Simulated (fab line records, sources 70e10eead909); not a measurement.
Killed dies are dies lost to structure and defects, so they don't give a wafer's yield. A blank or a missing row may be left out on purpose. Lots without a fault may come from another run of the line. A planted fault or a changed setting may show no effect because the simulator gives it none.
A struck lot beside a sound one | flow nand_harc | 15 steps out of a route of 1159
Sound: wafers L784.1, L784.4, L784.5. Struck: wafers L791.1, L791.2, L791.5. The cause comes at the end.
At each step with rows: each side's tool, then ch and its chambers, then its first start. Under that, the readings that differ: sound wafers | struck wafers | difference of the means | sigmas: that difference in standard deviations of wafers without a fault.
alike: readings whose means differ by less than 2 such deviations, and words and numbers that are the same on both sides. not compared: withheld readings, readings that some wafer has no value for, bounds like >300 that may hide the same value, and numbers for which the record gives no deviation and whose values overlap.
The two part at a step that has a row with sigmas, a row that says differs or no value, or rows on one side only. Numbers that don't overlap but have no deviation are shown without sigmas and don't part them. A reading that every wafer of one side lacks parts them only if that side has two wafers or more.

first, 1 step without rows for these wafers: NHARC_A_ONON_D1_DEP_06 (target thk 1000 nm).
NHARC_A_ONON_D1_THK_MEAS_08: measures by ellipsometry.
  sound on film_metro-01, day 10 19:26; struck on film_metro-02, day 12 00:27
  alike: thk_nm
then, 1 step without rows for these wafers: NHARC_A_ONON_D1_DEP_09 (target thk 1000 nm).
NHARC_A_ONON_D1_THK_MEAS_11: measures by ellipsometry.
  sound on film_metro-01, day 10 20:01; struck on film_metro-01, day 12 01:01
  alike: thk_nm
then, 1 step without rows for these wafers: NHARC_A_ONON_D1_DEP_12 (target thk 1000 nm).
NHARC_A_ONON_D1_THK_MEAS_14: measures by ellipsometry.
  sound on film_metro-02, day 10 20:35; struck on film_metro-02, day 12 01:35
  reading     | sound       | struck         | difference | sigmas
  thk_nm (nm) | 974 975 977 | 1012 1012 1010 | +36        | +3
then, 2 steps without rows for these wafers: NHARC_A_ONON_D1_ANNEAL_15 (time 3600 s); NHARC_A_ONON_D1_DEP_16 (target thk 1000 nm).
NHARC_A_ONON_D1_THK_MEAS_18: measures by ellipsometry.
  sound on film_metro-02, day 11 04:02; struck on film_metro-02, day 12 08:41
  alike: thk_nm
then, 1 step without rows for these wafers: NHARC_A_ONON_D1_DEP_19 (target thk 1000 nm).
NHARC_A_ONON_D1_THK_MEAS_21: measures by ellipsometry.
  sound on film_metro-01, day 11 04:37; struck on film_metro-02, day 12 09:16
  alike: thk_nm
NHARC_A_ONON_D1_DEP_22: target thk 1000 nm.
  sound on pecvd_onon-02 ch 0, day 11 04:40; struck on pecvd_onon-02 ch 0, day 12 09:19
  alike: susceptor_temp_C
NHARC_A_ONON_D1_THK_MEAS_24: measures by ellipsometry.
  sound on film_metro-02, day 11 05:11; struck on film_metro-02, day 12 09:49
  reading     | sound       | struck         | difference | sigmas
  thk_nm (nm) | 988 992 989 | 1421 1423 1423 | +433       | +52
then, 1 step without rows for these wafers: NHARC_A_ONON_D1_DEP_25 (target thk 1000 nm).
-- the record jumps here: 12 days lie between the struck wafers' starts before and after (it left off in module A_ONON_D1 and takes up again in module END, whose first step shown is number 1159 of the route) --
NHARC_END_SORT_01:
  sound on prober-02 ch 0, day 22 03:38; struck on prober-02 ch 0, day 23 22:04
  reading         | sound    | struck      | difference | sigmas
  killed_at_array | 17 14 14 | 669 673 672 | +656       | +68
  killed_dies     | 21 21 18 | 677 677 677 | +657       | +68
  alike: killed_at_other, killed_at_periphery, killed_open, killed_short

WHERE THEY PART
First at NHARC_A_ONON_D1_THK_MEAS_14; last, within this record, at NHARC_END_SORT_01.

WHY: what the simulator had put in
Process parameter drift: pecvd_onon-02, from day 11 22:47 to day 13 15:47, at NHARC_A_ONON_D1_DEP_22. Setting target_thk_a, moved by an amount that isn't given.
